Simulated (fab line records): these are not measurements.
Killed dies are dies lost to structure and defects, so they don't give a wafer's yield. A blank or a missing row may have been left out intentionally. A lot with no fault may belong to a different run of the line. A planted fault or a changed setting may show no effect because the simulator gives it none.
Split-lot trial | flow n5_finfet | 36 wafers read from 7 lots, route of 1938 steps

## ON THE SPLIT
At N5_BEOL_M13_ETCH_59 (etches BARC in N2/H2, target depth 89 nm, overetch 26.7 nm, time 67.9 s), the setting time_s was moved away from the recipe's 67.9 s on 12 of the 36 wafers read, by -54.0% to +55.8%. All remaining wafers had this setting at the recipe value.

## FROM THE SPLIT TO THE READING: what the file shows between them, 5 steps
- N5_BEOL_M13_VIA_ETCH_16: etches SiOC in C4F8/O2/Ar, target depth 921.7 nm
- N5_BEOL_M13_STRIP_63: strips in N2/H2
- N5_BEOL_M13_STRIP_64: strips in N2/H2
- N5_BEOL_M13_STRIP_71: strips in post etch residue remover, time 60 s
- N5_BEOL_M13_SRD_72: time 30 s, dry time 30 s

## THE READING
At N5_BEOL_M13_CD_MEAS_17: cd_nm in nanometres, against a target cd of 190 nm. Typical for fault-free wafers on this fab line: 190.4 nm, with standard deviation 2.4 nm.

wafer  | tool, chamber at the split | time_s as run, s | against the recipe | cd_nm, nm | against lot-mates on the recipe
L079.1 | rie_diel-06, 0             | 31.22            | -54.0%             | 185.3     | -7.2
L079.2 | rie_diel-06, 3             | 67.9             | recipe             | 193.2     | -
L079.3 | rie_diel-06, 1             | 31.22            | -54.0%             | 185.6     | -6.9
L079.4 | rie_diel-06, 2             | 67.9             | recipe             | 192.5     | -
L079.5 | rie_diel-06, 0             | 31.22            | -54.0%             | 186.0     | -6.5
L079.6 | rie_diel-06, 3             | 67.9             | recipe             | 191.9     | -
L078.2 | rie_diel-03, 1             | 67.9             | recipe             | 186.8     | -
L078.3 | rie_diel-03, 2             | 67.9             | recipe             | 190.6     | -
L078.4 | rie_diel-03, 3             | 67.9             | recipe             | 190.1     | -
L084.1 | rie_diel-04, 2             | 67.9             | recipe             | 184.8     | -
L084.2 | rie_diel-04, 3             | 47.07            | -30.7%             | 184.0     | -3.3
L084.3 | rie_diel-04, 1             | 67.9             | recipe             | 187.8     | -
L084.4 | rie_diel-04, 0             | 67.9             | recipe             | 189.2     | -
L084.5 | rie_diel-04, 2             | 47.07            | -30.7%             | 181.6     | -5.7
L084.6 | rie_diel-04, 3             | 47.07            | -30.7%             | 185.6     | -1.7
L092.1 | rie_diel-03, 2             | 67.9             | recipe             | 186.6     | -
L092.2 | rie_diel-03, 0             | 105.8            | +55.8%             | 193.1     | +6.3
L092.3 | rie_diel-03, 3             | 105.8            | +55.8%             | 194.9     | +8.1
L092.4 | rie_diel-03, 2             | 67.9             | recipe             | 187.6     | -
L092.5 | rie_diel-03, 0             | 67.9             | recipe             | 186.3     | -
L092.6 | rie_diel-03, 3             | 105.8            | +55.8%             | 194.1     | +7.3
L093.3 | rie_diel-06, 1             | 67.9             | recipe             | 189.6     | -
L093.4 | rie_diel-06, 3             | 67.9             | recipe             | 188.2     | -
L093.6 | rie_diel-06, 0             | 67.9             | recipe             | 192.1     | -
L094.1 | rie_diel-03, 2             | 67.9             | recipe             | 188.2     | -
L094.2 | rie_diel-03, 0             | 86.02            | +26.7%             | 191.3     | +3.4
L094.3 | rie_diel-03, 2             | 67.9             | recipe             | 187.8     | -
L094.4 | rie_diel-03, 0             | 86.02            | +26.7%             | 189.8     | +1.9
L094.5 | rie_diel-03, 2             | 86.02            | +26.7%             | 191.7     | +3.8
L094.6 | rie_diel-03, 0             | 67.9             | recipe             | 187.7     | -
L095.1 | rie_diel-03, 0             | 67.9             | recipe             | 191.4     | -
L095.2 | rie_diel-03, 2             | 67.9             | recipe             | 190.5     | -
L095.3 | rie_diel-03, 3             | 67.9             | recipe             | 188.1     | -
L095.4 | rie_diel-03, 1             | 67.9             | recipe             | 191.3     | -
L095.5 | rie_diel-03, 2             | 67.9             | recipe             | 191.7     | -
L095.6 | rie_diel-03, 1             | 67.9             | recipe             | 190.7     | -

FIT RESULTS
A straight line over all 36 wafers: cd_nm changes by +0.088 nm for each +1% of time_s; r = +0.73; the points scatter about the line by 2.2 nm.
The same after taking each lot's own level away (the mean of its wafers on the recipe; 36 wafers): +0.125 nm for each +1%; r = +0.94; scatter 1.2 nm.
On that fit, the largest move of time_s shifts the reading by 7 nm.
The span of the lots' own levels, 186.83 to 192.53 nm, comes to 2.4 times the standard deviation stated above.
So the lot-to-lot level blurs the effect unless lot-mates are compared.
Check: +7.15 nm against its lot-mates is what the line predicts for one of the wafers moved furthest among these (+55.8%) when that wafer is left out of the fit. It came out at +6.27 nm against them.

## THE WHOLE CHAIN: every reading that the file lists as answering this split, in the file's order
step                   | what it does                                                            | reading                                                                          | change (the file's fit)                                                              | r (the file's)
N5_BEOL_M13_ETCH_59    | etches BARC in N2/H2, target depth 89 nm, overetch 26.7 nm, time 67.9 s | etch.depth_nm (the simulator's own value, which no gauge read)                   | not straight: 51.69 at the lowest setting, 89.05 at the recipe, 89.14 at the highest | not given
N5_BEOL_M13_ETCH_59    | etches BARC in N2/H2, target depth 89 nm, overetch 26.7 nm, time 67.9 s | coat_of_BEOL_M13_COAT_04.thk_nm (the simulator's own value, which no gauge read) | -0.617 nm for each +1% of the setting                                                | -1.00
N5_BEOL_M13_STRIP_63   | strips in N2/H2                                                         | strip_time_to_endpoint_s                                                         | withheld for each +1% of the setting                                                 | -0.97
N5_BEOL_M13_CD_MEAS_17 | target cd 190 nm                                                        | cd_nm                                                                            | +0.125 nm for each +1% of the setting                                                | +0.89

## FILE'S OWN FIT
cd_nm changes by +0.125 nm for each +1% of time_s, r = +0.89.
